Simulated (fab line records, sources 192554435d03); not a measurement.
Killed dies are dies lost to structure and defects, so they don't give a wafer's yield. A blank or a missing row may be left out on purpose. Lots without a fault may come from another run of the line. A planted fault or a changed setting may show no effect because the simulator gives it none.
fab line records | flow n5_finfet | part 1 of 2: steps 1 to 20 of 27
record lots=5 wafers=15 last_day=18
route steps=1938 shown MOL_CONTACT_COAG@588
lots that met no fault: from a run of the same line without faults
start_h: hours from the record's first day to the start of the lot's first wafer shown | wait_h: hours since the lot's step before | " the same as in the row above | L1.1+2: a row that stands for several wafers | - no value, or no start given | * or withheld: withheld | < > ~ a bound
route shown NAME@n: a module of which the file shows steps, and the number in the route of the first | usual: mean/standard deviation of fault-free wafers | same: alike in all rows | chamber/n: place in a boat | sites: the reading at each site | _std_site: their standard deviation | _edge_site: outer sites' mean less inner sites' | radius_mm: how far each site lies from the wafer's centre | mask NAME#n: copy n | behind: the tool/chamber that last shaped the wafer | hold: why the lot was held/for how many hours/how that ended | device: the transistor (n, p or np) that didn't switch | end of line: the same wafers' tests at the end of the route | a step without rows: its recipe alone | killed: dies lost to structure and defects at the first sort, not the wafer's yield | map: a wafer's dies, x killed, . not, _ none there
set.NAME: the setting as run; set.NAME@STEP: as run at that earlier step | model.NAME: the simulator's own value behind a step, which no gauge read
lots at some steps of the route; a table a step, a row a wafer
services: from which hour (start_h, from the record's first day; less than 0 if before it) a tool's chamber was out of use, for how many hours, and why
## steps
# step N5_MOL_CONTACT_COAG_ETCH_47
# recipe chemistry=CH3F/O2 target=SiNx target_depth_a=270 mask_material=SiO2 stop_on=W over_etch_frac=0.2 ion_energy_ev=120 endpoint=OES-CN pressure_mtorr=30 source_w=395 bias_w=73 Ar_flow_sccm=150 CH3F_flow_sccm=30 O2_flow_sccm=20 ends=end_point
# usual CH3F_flow_sccm=30.00/0.091 drypump_motor_current_A=5.9/0.4 etch_rf_on_time_s=31.3/0.52 oes_product_au=0.70/0.092 rf_vpp_V=298/3.8 showerhead_plenum_p_Torr=2.00/0.053 throttle_valve_pct=16.41/0.28
# columns lot.wafer tool chamber start_h wait_h CH3F_flow_sccm drypump_motor_current_A etch_rf_on_time_s oes_product_au rf_hours_counter_h rf_vpp_V showerhead_plenum_p_Torr throttle_valve_pct
L081.1 rie_diel-04 1 143.81 0.0 30.12 6.0 31.0 0.64 173 296 1.99 16.33
L081.2 " 2 " " 29.84 5.3 31.5 0.60 253 293 1.97 16.39
L081.5 " 1 " " 30.05 6.0 31.2 0.64 - 295 1.99 16.34
L088.2 rie_diel-04 3 187.29 0.0 29.92 6.3 32.9 0.59 255 293 1.89 16.82
L088.4 " 2 " " 29.86 5.4 31.5 0.85 - 293 1.97 15.94
L088.6 " 1 " " 30.18 6.0 31.3 0.62 - 295 1.98 16.38
L090.1 rie_diel-05 3 194.78 0.0 29.93 6.2 31.4 0.63 219 302 2.06 16.77
L090.5 " 3 " " 29.87 6.2 31.2 0.63 - 301 2.06 16.76
L090.6 " 2 " " 29.87 6.3 30.8 0.72 - 292 1.94 16.11
L091.1 rie_diel-03 3 206.47 0.0 30.03 6.3 31.3 0.70 117 301 2.01 16.25
L091.4 " 0 " " 30.07 5.8 30.9 0.75 76 296 2.02 16.49
L091.6 " 0 " " 29.91 5.8 31.4 0.75 - 295 2.02 16.50
L097.1 rie_diel-04 1 236.76 0.0 29.94 6.0 31.0 0.62 213 297 1.98 16.41
L097.4 " 3 " " 30.06 6.3 30.6 0.84 11 299 2.13 16.35
L097.6 " 2 " " 29.97 5.4 30.6 0.82 - 293 1.96 15.98
# step N5_MOL_CONTACT_COAG_STRIP_119
# recipe chemistry=N2/H2 time_s=30 power_w=1000 temp_c=250 pressure_mtorr=withheld n2_flow_sccm=1750 h2_flow_sccm=3250
# usual drypump_motor_current_A=5.56/0.18 heater_power_w=344/23
# columns lot.wafer tool chamber start_h wait_h drypump_motor_current_A heater_power_w rf_hours_counter_h
L081.1 plasma_asher-02 0 143.89 0.1 5.40 337 52
L081.2 " 1 " " 5.75 341 52
L081.5 " 0 " " 5.37 337 -
L088.2 plasma_asher-02 1 187.37 0.1 5.74 345 60
L088.4 " 1 " " 5.74 332 -
L088.6 " 0 " " 5.37 332 -
L090.1 plasma_asher-02 0 194.90 0.1 5.37 340 62
L090.5 " 1 " " 5.74 327 -
L090.6 " 0 " " 5.36 335 -
L091.1 plasma_asher-02 0 206.56 0.1 5.41 343 64
L091.4 " 1 " " 5.73 345 -
L091.6 " 0 " " 5.38 338 -
L097.1 plasma_asher-02 1 236.84 0.1 5.75 337 71
L097.4 " 0 " " 5.37 355 -
L097.6 " 0 " " 5.35 331 -
# step N5_MOL_CONTACT_COAG_PRECLEAN_144
# recipe chemistry=alkaline_clean temp_c=60 time_s=60 do_ppb=50
# usual bath_guard_temp_C=60.0/0.55
# columns lot.wafer tool chamber start_h wait_h bath_guard_temp_C
L081.1 wet_bench-06 7 143.98 0.1 59.6
L081.2 " 1 " " 61.0
L081.5 " 0 " " 60.2
L088.2 wet_bench-02 1 187.46 0.1 59.3
L088.4 " 3 " " 60.0
L088.6 " 2 " " 60.8
L090.1 wet_bench-03 3 194.99 0.1 59.4
L090.5 " 1 " " 60.2
L090.6 " 0 " " 59.4
L091.1 wet_bench-03 2 206.67 0.1 59.7
L091.4 " 6 " " 60.1
L091.6 " 3 " " 59.3
L097.1 wet_bench-02 5 236.93 0.1 59.5
L097.4 " 0 " " 59.5
L097.6 " 1 " " 59.6
# step N5_MOL_CONTACT_COAG_SRD_145
# recipe dry=ipa_marangoni time_s=30 temp_c=23 rinse_liquid=diw
# columns lot.wafer tool chamber start_h wait_h
L081.1+2+5 wet_bench-06 7,1,0 144.00 0.0
L088.2+4+6 wet_bench-02 1,3,2 187.48 0.0
L090.1+5+6 wet_bench-03 3,1,0 195.01 0.0
L091.1+4+6 wet_bench-03 2,6,3 206.69 0.0
L097.1+4+6 wet_bench-02 5,0,1 236.95 0.0
# step N5_MOL_CONTACT_COAG_CD_MEAS_137
# recipe target_cd_nm=16
# usual cd_nm=15.92/0.26
# columns lot.wafer tool chamber start_h wait_h cd_nm
L081.1 cd_sem-01 - 144.04 0.0 16.20
L081.2 " - " " 15.89
L081.5 " - " " 15.74
L088.2 cd_sem-01 - 187.52 0.0 16.34
L088.4 " - " " 15.96
L088.6 " - " " 15.83
L090.1 cd_sem-02 - 195.05 0.0 15.83
L090.5 " - " " 15.76
L090.6 " - " " 15.77
L091.1 cd_sem-02 - 206.74 0.0 15.96
L091.4 " - " " 16.10
L091.6 " - " " 16.36
L097.1 cd_sem-03 - 236.99 0.0 15.99
L097.4 " - " " 15.69
L097.6 " - " " 15.71
# step N5_MOL_CONTACT_COAG_COAT_62
# recipe resist=SOC temp_c=250 time_s=60 spin_rpm=1500 resist_thk_nm=60
# usual chill_plate_temp_C=23.00/0.093
# columns lot.wafer tool chamber start_h wait_h chill_plate_temp_C
L081.1 litho_track-02 0 144.08 0.0 23.09
L081.2 " 0 " " 22.99
L081.5 " 0 " " 23.04
L088.2 litho_track-01 0 187.56 0.0 23.02
L088.4 " 0 " " 22.95
L088.6 " 0 " " 22.79
L090.1 litho_track-04 0 195.08 0.0 22.94
L090.5 " 0 " " 23.09
L090.6 " 0 " " 22.90
L091.1 litho_track-02 0 206.77 0.0 23.03
L091.4 " 0 " " 22.95
L091.6 " 0 " " 22.92
L097.1 litho_track-01 0 237.02 0.0 23.08
L097.4 " 0 " " 23.08
L097.6 " 0 " " 23.02
# step N5_MOL_CONTACT_COAG_COAT_63
# recipe resist=SiARC temp_c=220 time_s=60 spin_rpm=1500 resist_thk_nm=10
# usual chill_plate_temp_C=22.97/0.11
# columns lot.wafer tool chamber start_h wait_h chill_plate_temp_C
L081.1 litho_track-02 0 - - 23.02
L081.2 " 0 " " 22.88
L081.5 " 0 " " 22.90
L088.2 litho_track-01 0 - - 22.98
L088.4 " 0 " " 22.87
L088.6 " 0 " " 23.00
L090.1 litho_track-04 0 - - 23.05
L090.5 " 0 " " 23.03
L090.6 " 0 " " 22.89
L091.1 litho_track-02 0 - - 22.97
L091.4 " 0 " " 23.00
L091.6 " 0 " " 22.91
L097.1 litho_track-01 0 - - 22.78
L097.4 " 0 " " 23.06
L097.6 " 0 " " 22.91
# step N5_MOL_CONTACT_COAG_COAT_64
# recipe resist=underlayer temp_c=205 time_s=60 spin_rpm=1500 resist_thk_nm=10
# usual chill_plate_temp_C=22.97/0.12
# columns lot.wafer tool chamber start_h wait_h chill_plate_temp_C
L081.1 litho_track-02 0 - - 22.92
L081.2 " 0 " " 22.72
L081.5 " 0 " " 22.91
L088.2 litho_track-01 0 - - 23.04
L088.4 " 0 " " 23.09
L088.6 " 0 " " 22.84
L090.1 litho_track-04 0 - - 22.85
L090.5 " 0 " " 23.05
L090.6 " 0 " " 22.98
L091.1 litho_track-02 0 - - 23.01
L091.4 " 0 " " 22.98
L091.6 " 0 " " 22.89
L097.1 litho_track-01 0 - - 22.88
L097.4 " 0 " " 22.93
L097.6 " 0 " " 22.88
# step N5_MOL_CONTACT_COAG_COAT_34
# recipe resist=CAR-EUV spin_rpm=1500 resist_thk_nm=40
# usual chill_plate_temp_C=23.02/0.11
# columns lot.wafer tool chamber start_h wait_h chill_plate_temp_C
L081.1 litho_track-02 0 - - 22.94
L081.2 " 0 " " 23.04
L081.5 " 0 " " 22.97
L088.2 litho_track-01 0 - - 23.12
L088.4 " 0 " " 23.17
L088.6 " 0 " " 23.07
L090.1 litho_track-04 0 - - 23.18
L090.5 " 0 " " 23.18
L090.6 " 0 " " 23.06
L091.1 litho_track-02 0 - - 23.22
L091.4 " 0 " " 23.24
L091.6 " 0 " " 23.05
L097.1 litho_track-01 0 - - 23.23
L097.4 " 0 " " 23.11
L097.6 " 0 " " 23.17
# step N5_MOL_CONTACT_COAG_EBR_36
# recipe solvent=PGMEA ebr_width_mm=1.5
# usual chill_plate_temp_C=23.01/0.1
# same ebr_width_mm=1.5
# columns lot.wafer tool chamber start_h wait_h chill_plate_temp_C
L081.1 litho_track-02 0 - - 23.00
L081.2 " 0 " " 23.01
L081.5 " 0 " " 22.93
L088.2 litho_track-01 0 - - 23.01
L088.4 " 0 " " 23.01
L088.6 " 0 " " 22.99
L090.1 litho_track-04 0 - - 23.04
L090.5 " 0 " " 23.06
L090.6 " 0 " " 23.06
L091.1 litho_track-02 0 - - 23.12
L091.4 " 0 " " 22.98
L091.6 " 0 " " 22.87
L097.1 litho_track-01 0 - - 22.88
L097.4 " 0 " " 22.80
L097.6 " 0 " " 22.96
# step N5_MOL_CONTACT_COAG_SOFTBAKE_35
# recipe temp_c=110 time_s=60 resist=CAR-EUV
# usual chill_plate_temp_C=22.98/0.11
# columns lot.wafer tool chamber start_h wait_h chill_plate_temp_C
L081.1 litho_track-02 0 - - 22.88
L081.2 " 0 " " 23.06
L081.5 " 0 " " 23.17
L088.2 litho_track-01 0 - - 22.80
L088.4 " 0 " " 22.84
L088.6 " 0 " " 22.83
L090.1 litho_track-04 0 - - 23.03
L090.5 " 0 " " 22.86
L090.6 " 0 " " 22.94
L091.1 litho_track-02 0 - - 23.14
L091.4 " 0 " " 23.09
L091.6 " 0 " " 23.24
L097.1 litho_track-01 0 - - 23.00
L097.4 " 0 " " 22.94
L097.6 " 0 " " 23.08
# step N5_MOL_CONTACT_COAG_EXPOSE_37
# recipe mask_id=VD na=0.33 source_shape=annular sigma_inner=0.3 sigma_outer=0.7 polarization=unpolarized defocus_nm=0 dose_mj=62
# usual focus_offset_nm=0.0/0.52 reticle_temp_C=23.01/0.1 stage_msd_nm=0.854/0.0071
# columns lot.wafer tool chamber start_h wait_h mask focus_offset_nm reticle_temp_C stage_msd_nm
L081.1 euv_scanner-01 0 144.36 - VD#0 -0.2 23.02 0.859
L081.2 " 0 " " VD#0 0.2 22.96 0.856
L081.5 " 0 " " VD#0 0.0 22.97 0.852
L088.2 euv_scanner-01 0 187.83 - VD#0 0.6 22.95 0.859
L088.4 " 0 " " VD#0 -0.1 23.08 0.856
L088.6 " 0 " " VD#0 0.5 23.04 0.859
L090.1 euv_scanner-02 0 195.22 - VD#0 0.3 23.05 0.852
L090.5 " 0 " " VD#0 0.6 22.85 0.855
L090.6 " 0 " " VD#0 0.1 23.00 0.852
L091.1 euv_scanner-01 0 207.03 - VD#0 -0.8 22.99 0.864
L091.4 " 0 " " VD#0 -1.2 22.99 0.861
L091.6 " 0 " " VD#0 -0.7 22.84 0.864
L097.1 euv_scanner-01 0 237.29 - VD#0 0.5 23.05 0.877
L097.4 " 0 " " VD#0 -0.7 23.04 0.877
L097.6 " 0 " " VD#0 0.5 23.09 0.875
# step N5_MOL_CONTACT_COAG_PEB_38
# recipe peb_temp_c=100 peb_time_s=60 resist=CAR-EUV
# usual chill_plate_temp_C=23.02/0.11
# columns lot.wafer tool chamber start_h wait_h chill_plate_temp_C
L081.1 litho_track-04 0 144.43 0.1 22.86
L081.2 " 0 " " 23.07
L081.5 " 0 " " 22.94
L088.2 litho_track-04 0 187.90 0.1 23.13
L088.4 " 0 " " 23.10
L088.6 " 0 " " 23.09
L090.1 litho_track-02 0 195.30 0.1 23.02
L090.5 " 0 " " 23.04
L090.6 " 0 " " 23.08
L091.1 litho_track-02 0 207.11 0.1 23.02
L091.4 " 0 " " 22.84
L091.6 " 0 " " 22.96
L097.1 litho_track-02 0 237.36 0.1 22.95
L097.4 " 0 " " 23.09
L097.6 " 0 " " 22.98
# step N5_MOL_CONTACT_COAG_DEVELOP_39
# recipe develop_time_s=30 developer=TMAH resist=CAR-EUV rinse_liquid=surfactant_rinse dry=air_spin dev_temp_c=23
# usual chill_plate_temp_C=22.99/0.12
# columns lot.wafer tool chamber start_h wait_h chill_plate_temp_C
L081.1 litho_track-04 0 - - 23.27
L081.2 " 0 " " 23.01
L081.5 " 0 " " 23.04
L088.2 litho_track-04 0 - - 23.03
L088.4 " 0 " " 23.13
L088.6 " 0 " " 23.09
L090.1 litho_track-02 0 - - 23.20
L090.5 " 0 " " 23.08
L090.6 " 0 " " 23.13
L091.1 litho_track-02 0 - - 22.94
L091.4 " 0 " " 22.81
L091.6 " 0 " " 22.95
L097.1 litho_track-02 0 - - 23.03
L097.4 " 0 " " 22.92
L097.6 " 0 " " 23.01
# step N5_MOL_CONTACT_COAG_CD_MEAS_40
# recipe target_cd_nm=25.1 landing_energy_ev=500 detector=se_inlens polarity=opening
# usual cd_nm=25.10/0.23
# columns lot.wafer tool chamber start_h wait_h cd_nm
L081.1 cd_sem-02 0 144.50 - 24.50
L081.2 " 0 " " 24.64
L081.5 " 0 " " 24.59
L088.2 cd_sem-01 0 187.97 - 25.04
L088.4 " 0 " " 24.88
L088.6 " 0 " " 25.07
L090.1 cd_sem-01 0 195.37 - 24.84
L090.5 " 0 " " 25.32
L090.6 " 0 " " 24.78
L091.1 cd_sem-03 0 207.18 - 25.06
L091.4 " 0 " " 25.44
L091.6 " 0 " " 25.37
L097.1 cd_sem-03 0 237.43 - 25.35
L097.4 " 0 " " 24.55
L097.6 " 0 " " 25.12
# step N5_MOL_CONTACT_COAG_OVL_MEAS_41
# recipe points_per_wafer=522
# usual VD_OVL=0.3/0.64
# columns lot.wafer tool chamber start_h wait_h VD_OVL[nm]
L081.1 overlay-02 0 144.53 0.0 0.5
L081.2 " 0 " " -0.9
L081.5 " 0 " " 1.4
L088.2 overlay-02 0 188.00 0.0 0.9
L088.4 " 0 " " 0.3
L088.6 " 0 " " 0.7
L090.1 overlay-02 0 195.40 0.0 -0.8
L090.5 " 0 " " 0.1
L090.6 " 0 " " 0.1
L091.1 overlay-01 0 207.21 0.0 -0.5
L091.4 " 0 " " 0.3
L091.6 " 0 " " -0.4
L097.1 overlay-01 0 237.46 0.0 -0.3
L097.4 " 0 " " 0.5
L097.6 " 0 " " 0.0
# step N5_MOL_CONTACT_COAG_INSPECT_42
# recipe mode=adi inspect_instrument=brightfield
# usual raw_defect_count=198/41
# columns lot.wafer tool chamber start_h wait_h raw_defect_count
L081.1 defect_inspect-02 - 144.59 0.1 185
L081.2 " - " " 140
L081.5 " - " " 160
L088.2 defect_inspect-01 - 188.05 0.0 143
L088.4 " - " " 238
L088.6 " - " " 220
L090.1 defect_inspect-02 - 195.45 0.1 246
L090.5 " - " " 167
L090.6 " - " " 212
L091.1 defect_inspect-02 - 207.27 0.1 193
L091.4 " - " " 203
L091.6 " - " " 184
L097.1 defect_inspect-02 - 237.52 0.1 212
L097.4 " - " " 144
L097.6 " - " " 134
# step N5_MOL_CONTACT_COAG_DESCUM_45
# recipe chemistry=O2 time_s=7 source_power_w=50 bias_power_w=20 pressure_mtorr=20 rf_frequency_hz=2.712e+07 temp_c=40 resist=CAR-EUV o2_flow_sccm=225
# usual drypump_motor_current_A=6.0/0.36 oes_product_au=0.78/0.096 rf_vpp_V=243.0/1.1 showerhead_plenum_p_Torr=2.08/0.054 throttle_valve_pct=20.5/0.3
# columns lot.wafer tool chamber start_h wait_h drypump_motor_current_A oes_product_au rf_hours_counter_h rf_vpp_V showerhead_plenum_p_Torr throttle_valve_pct
L081.1 rie_diel-05 2 144.68 0.1 6.3 0.82 66 242.7 2.03 20.2
L081.2 " 0 " " 6.0 0.86 60 242.7 2.03 20.1
L081.5 " 0 " " 6.0 0.86 - 242.1 2.04 20.1
L088.2 rie_diel-03 1 188.09 0.0 6.5 0.92 13 243.1 2.05 20.6
L088.4 " 2 " " 5.5 0.68 230 246.1 2.14 20.9
L088.6 " 2 " " 5.5 0.68 - 244.2 2.14 20.9
L090.1 rie_diel-04 1 195.49 0.0 6.0 0.70 196 243.1 2.08 20.5
L090.5 " 2 " " 5.4 0.95 - 241.5 2.04 19.9
L090.6 " 0 " " 5.4 1.00 - 243.9 2.15 20.1
L091.1 rie_diel-05 0 207.30 0.0 6.0 0.83 83 240.9 2.03 20.2
L091.4 " 0 " " 6.0 0.83 - 243.0 2.03 20.1
L091.6 " 1 " " 6.2 0.95 - 242.7 2.06 20.5
L097.1 rie_diel-03 0 237.56 0.0 5.8 0.82 88 242.6 2.11 20.7
L097.4 " 1 " " 6.5 0.89 31 242.5 2.04 20.6
L097.6 " 3 " " 6.4 0.79 - 242.5 2.10 20.3
# step N5_MOL_CONTACT_COAG_ETCH_65
# recipe chemistry=N2/H2 target=underlayer target_depth_a=130 mask_material=CAR-EUV time_s=10.4 ion_energy_ev=200 pressure_mtorr=30 source_w=840 bias_w=150 n2_flow_sccm=200 h2_flow_sccm=200 ends=cleared
# usual drypump_motor_current_A=6.0/0.36 etch_rf_on_time_s=10.46/0.16 oes_product_au=0.67/0.08 rf_vpp_V=523.6/2.1 showerhead_plenum_p_Torr=2.53/0.068 throttle_valve_pct=17.94/0.3
# columns lot.wafer tool chamber start_h wait_h drypump_motor_current_A etch_rf_on_time_s oes_product_au rf_hours_counter_h rf_vpp_V showerhead_plenum_p_Torr throttle_valve_pct
L081.1 rie_diel-05 2 144.72 0.0 6.3 10.41 0.70 66 523.0 2.47 17.60
L081.2 " 0 " " 6.1 10.39 0.72 60 520.9 2.48 17.68
L081.5 " 0 " " 6.1 10.48 0.72 - 524.4 2.48 17.65
L088.2 rie_diel-03 1 188.12 0.0 6.5 10.31 0.79 13 521.4 2.50 17.97
L088.4 " 2 " " 5.5 10.66 0.59 230 526.3 2.61 18.43
L088.6 " 2 " " 5.5 10.69 0.58 - 525.8 2.61 18.44
L090.1 rie_diel-04 1 195.52 0.0 6.0 10.44 0.59 196 522.3 2.53 17.92
L090.5 " 2 " " 5.4 10.40 0.80 - 521.7 2.48 17.39
L090.6 " 0 " " 5.4 10.33 0.85 - 525.2 2.62 17.54
L091.1 rie_diel-05 0 207.34 0.0 6.1 10.43 0.70 83 522.7 2.47 17.71
L091.4 " 0 " " 6.1 10.53 0.70 - 520.4 2.47 17.69
L091.6 " 1 " " 6.2 10.44 0.80 - 522.5 2.50 17.80
L097.1 rie_diel-03 0 237.60 0.0 5.7 10.36 0.70 88 526.6 2.57 18.11
L097.4 " 1 " " 6.6 10.47 0.74 31 521.9 2.49 18.01
L097.6 " 3 " " 6.3 10.40 0.67 - 524.2 2.55 17.75
# step N5_MOL_CONTACT_COAG_ETCH_66
# recipe chemistry=CF4 target=SiARC target_depth_a=130 mask_material=CAR-EUV time_s=21.7 ion_energy_ev=80 pressure_mtorr=40 source_w=545 bias_w=36 Ar_flow_sccm=100 cf4_flow_sccm=100 ends=cleared
# usual drypump_motor_current_A=6.0/0.36 etch_rf_on_time_s=21.8/0.37 oes_product_au=0.67/0.082 rf_vpp_V=183.9/0.99 showerhead_plenum_p_Torr=2.13/0.054 throttle_valve_pct=15.7/0.31
# columns lot.wafer tool chamber start_h wait_h drypump_motor_current_A etch_rf_on_time_s oes_product_au rf_hours_counter_h rf_vpp_V showerhead_plenum_p_Torr throttle_valve_pct
L081.1 rie_diel-05 2 144.74 0.0 6.3 21.6 0.71 66 182.7 2.09 15.4
L081.2 " 0 " " 6.0 22.0 0.72 60 184.5 2.09 15.3
L081.5 " 0 " " 6.0 21.9 0.73 - 183.4 2.08 15.2
L088.2 rie_diel-03 1 188.14 0.0 6.5 21.6 0.79 13 185.0 2.10 15.7
L088.4 " 2 " " 5.5 22.1 0.59 230 184.8 2.20 16.2
L088.6 " 2 " " 5.5 22.1 0.58 - 183.8 2.20 16.2
L090.1 rie_diel-04 1 195.54 0.0 6.0 21.6 0.59 196 184.9 2.13 15.7
L090.5 " 2 " " 5.4 21.3 0.82 - 183.9 2.11 15.2
L090.6 " 0 " " 5.4 21.2 0.85 - 185.8 2.19 15.2
L091.1 rie_diel-05 0 207.36 0.0 6.0 21.8 0.70 83 182.3 2.08 15.3
L091.4 " 0 " " 6.0 21.9 0.71 - 184.4 2.08 15.3
L091.6 " 1 " " 6.2 21.9 0.80 - 184.0 2.10 15.5
L097.1 rie_diel-03 0 237.62 0.0 5.7 21.2 0.71 88 184.2 2.17 15.8
L097.4 " 1 " " 6.5 21.7 0.74 31 184.2 2.10 15.7
L097.6 " 3 " " 6.3 21.6 0.67 - 184.0 2.15 15.5
